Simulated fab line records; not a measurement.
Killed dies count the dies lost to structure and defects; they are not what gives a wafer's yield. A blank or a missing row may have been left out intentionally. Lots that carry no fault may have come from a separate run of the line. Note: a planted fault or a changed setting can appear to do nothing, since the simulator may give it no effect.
A single fault, viewed from 2 desks + flow nand_harc + each desk has only its own numbers; what lay behind them comes last

## FROM THE METROLOGY DESK
Means of the sampled wafers that have a number, per lot and without regard to the tool the lot ran on: this is what the gauges read. Any lot whose mean is over 4 standard deviations away from the usual mean is out of limits and marked OUT; that distance is given in the brackets.
Columns: A = cd_nm at NHARC_P_CONTACT_CD_MEAS_19, usual 90.1 nm; B = cd_nm at NHARC_P_M0_CD_MEAS_09, usual 89.8 nm; C = cd_nm at NHARC_P_M0_CD_MEAS_16, usual 89.8 nm
| lot  | first seen here | A    | B               | C               |
|------|-----------------|------|-----------------|-----------------|
| L833 | day 6 15:43     | 88.4 | 89.6            | 89.3            |
| L836 | day 7 23:47     | 89.0 | 89.5            | 89.1            |
| L837 | day 8 15:15     | 89.3 | 90.0            | 90.0            |
| L838 | day 9 00:07     | 90.7 | 89.8            | 90.1            |
| L842 | day 10 15:07    | 88.8 | 89.3            | 89.1            |
| L843 | day 11 01:43    | 91.9 | 89.3            | 89.0            |
| L845 | day 11 22:24    | 89.1 | 89.6            | 89.4            |
| L850 | day 14 03:26    | 89.6 | 84.1 (-11) OUT  | 83.9 (-8.7) OUT |
| L852 | day 14 19:05    | 90.7 | 90.1            | 90.4            |
| L854 | day 15 14:49    | 88.4 | 85.2 (-9.1) OUT | 85.1 (-7.0) OUT |
Finding of this desk: L850, L854 out of limits; the first was L850 at day 14 06:32, on cd_nm at NHARC_P_M0_CD_MEAS_09. In limits: L833, L836, L837, L838, L842, L843, L845, L852.

## THE TOOL OWNER'S DESK: arfi_scanner-02
The tool's own readings at NHARC_P_M0_EXPOSE_06 (exposes mask P M0, target cd 90 nm): means of the sampled wafers that have a number, for each lot that ran on this tool. Any lot whose mean is over 4 standard deviations away from the usual mean is out of limits and marked OUT; that distance is given in the brackets.
Columns: A = exposure_dose_mJ_cm2 at NHARC_P_M0_EXPOSE_06, usual 81.27
| lot  | first seen here | A               |
|------|-----------------|-----------------|
| L833 | day 6 18:41     | 81.22           |
| L842 | day 10 18:01    | 81.21           |
| L850 | day 14 06:23    | 74.39 (-90) OUT |
| L854 | day 15 17:47    | 75.84 (-71) OUT |
Finding of this desk: L850, L854 out of limits; the first was L850 at day 14 06:23, on exposure_dose_mJ_cm2 at NHARC_P_M0_EXPOSE_06. In limits: L833, L842.

## TAKEN TOGETHER
At day 14 06:23, on L850, L854, the tool owner's desk was in a position to raise an alarm.
The metrology desk could have raised an alarm at day 14 06:32, on L850, L854.
Every lot named ran NHARC_P_M0_EXPOSE_06 on arfi_scanner-02.

## WHAT THE SIMULATOR HAD INSERTED
Drift in process parameters on arfi_scanner-02 at NHARC_P_M0_EXPOSE_06, starting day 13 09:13. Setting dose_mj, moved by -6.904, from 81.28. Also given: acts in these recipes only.
Shown lots that were struck: L850, L854.
Hours from the fault's start to each desk's first reading out of limits: the tool owner's desk, 21; the metrology desk, 21.
